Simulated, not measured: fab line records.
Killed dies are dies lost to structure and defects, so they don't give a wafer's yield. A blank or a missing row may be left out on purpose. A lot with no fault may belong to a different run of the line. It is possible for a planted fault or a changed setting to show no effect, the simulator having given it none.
Matching of chambers / flow nand-harc / NHARC_P_CONTACT_DESCUM_17 on rie-diel-04 has 4 sister chambers
The step chemistry O2, time 3 s. 14 wafers are shown with their chamber, then 7 later ones without.

WAFERS PAIRED WITH THEIR CHAMBERS
wafer=L785.1; chamber=3; drypump-motor-current-A (A)=6.0; showerhead-plenum-p-Torr (Torr)=1.78; throttle-valve-pct (%)=11.323
wafer=L785.3; chamber=1; drypump-motor-current-A (A)=5.0; showerhead-plenum-p-Torr (Torr)=1.94; throttle-valve-pct (%)=11.315
wafer=L785.4; chamber=0; drypump-motor-current-A (A)=5.3; showerhead-plenum-p-Torr (Torr)=1.92; throttle-valve-pct (%)=11.314
wafer=L786.3; chamber=3; drypump-motor-current-A (A)=6.0; showerhead-plenum-p-Torr (Torr)=1.78; throttle-valve-pct (%)=11.309
wafer=L786.5; chamber=1; drypump-motor-current-A (A)=5.0; showerhead-plenum-p-Torr (Torr)=1.94; throttle-valve-pct (%)=11.298
wafer=L786.6; chamber=2; drypump-motor-current-A (A)=6.1; showerhead-plenum-p-Torr (Torr)=1.99; throttle-valve-pct (%)=11.308
wafer=L788.1; chamber=3; drypump-motor-current-A (A)=6.0; showerhead-plenum-p-Torr (Torr)=1.78; throttle-valve-pct (%)=11.311
wafer=L788.4; chamber=1; drypump-motor-current-A (A)=5.0; showerhead-plenum-p-Torr (Torr)=1.94; throttle-valve-pct (%)=11.312
wafer=L788.5; chamber=3; drypump-motor-current-A (A)=6.0; showerhead-plenum-p-Torr (Torr)=1.78; throttle-valve-pct (%)=11.329
wafer=L796.3; chamber=1; drypump-motor-current-A (A)=5.0; showerhead-plenum-p-Torr (Torr)=1.93; throttle-valve-pct (%)=11.305
wafer=L796.4; chamber=0; drypump-motor-current-A (A)=5.3; showerhead-plenum-p-Torr (Torr)=1.92; throttle-valve-pct (%)=11.317
wafer=L796.6; chamber=1; drypump-motor-current-A (A)=5.0; showerhead-plenum-p-Torr (Torr)=1.93; throttle-valve-pct (%)=11.317
wafer=L800.3; chamber=2; drypump-motor-current-A (A)=6.0; showerhead-plenum-p-Torr (Torr)=1.98; throttle-valve-pct (%)=11.304
wafer=L800.5; chamber=3; drypump-motor-current-A (A)=6.0; showerhead-plenum-p-Torr (Torr)=1.78; throttle-valve-pct (%)=11.309

SIGNATURES (means of the wafers above)
reading=drypump-motor-current-A; chamber 0=5.300; chamber 1=5.000; chamber 2=6.050; chamber 3=6.000; scatter within a chamber=0.0224
reading=showerhead-plenum-p-Torr; chamber 0=1.9200; chamber 1=1.9360; chamber 2=1.9850; chamber 3=1.7800; scatter within a chamber=0.00412
reading=throttle-valve-pct; chamber 0=11.31550; chamber 1=11.30940; chamber 2=11.30600; chamber 3=11.31620; scatter within a chamber=0.00774
Rule: a wafer's distance from a chamber is the root of the sum, over the readings, of the square of ((its reading less the chamber's mean) divided by the reading's scatter). If the next closest chamber is less than 2 further off than the closest, the wafer can't be placed; otherwise it belongs to the closest. The scatter: take each reading less its chamber's mean, square it, sum over the shown wafers, divide by the number of wafers less the number of chambers, and take the root.

WAFERS WITH NO CHAMBER GIVEN
wafer=L800.6; drypump-motor-current-A (A)=5.3; showerhead-plenum-p-Torr (Torr)=1.92; throttle-valve-pct (%)=11.307
wafer=L805.1; drypump-motor-current-A (A)=5.0; showerhead-plenum-p-Torr (Torr)=1.93; throttle-valve-pct (%)=11.319
wafer=L805.4; drypump-motor-current-A (A)=6.0; showerhead-plenum-p-Torr (Torr)=1.98; throttle-valve-pct (%)=11.311
wafer=L805.6; drypump-motor-current-A (A)=5.4; showerhead-plenum-p-Torr (Torr)=1.92; throttle-valve-pct (%)=11.293
wafer=L807.1; drypump-motor-current-A (A)=6.0; showerhead-plenum-p-Torr (Torr)=1.98; throttle-valve-pct (%)=11.303
wafer=L807.3; drypump-motor-current-A (A)=5.9; showerhead-plenum-p-Torr (Torr)=1.78; throttle-valve-pct (%)=11.316
wafer=L807.4; drypump-motor-current-A (A)=5.0; showerhead-plenum-p-Torr (Torr)=1.93; throttle-valve-pct (%)=11.320

WHICH CHAMBER EACH ONE RAN IN
wafer=L800.6; from the rows above=0; in truth=0
wafer=L805.1; from the rows above=1; in truth=1
wafer=L805.4; from the rows above=2; in truth=2
wafer=L805.6; from the rows above=0; in truth=0
wafer=L807.1; from the rows above=2; in truth=2
wafer=L807.3; from the rows above=3; in truth=3
wafer=L807.4; from the rows above=1; in truth=1
7 of 7 placed correctly. Not placeable from these rows: 0. Wrongly placed: 0.
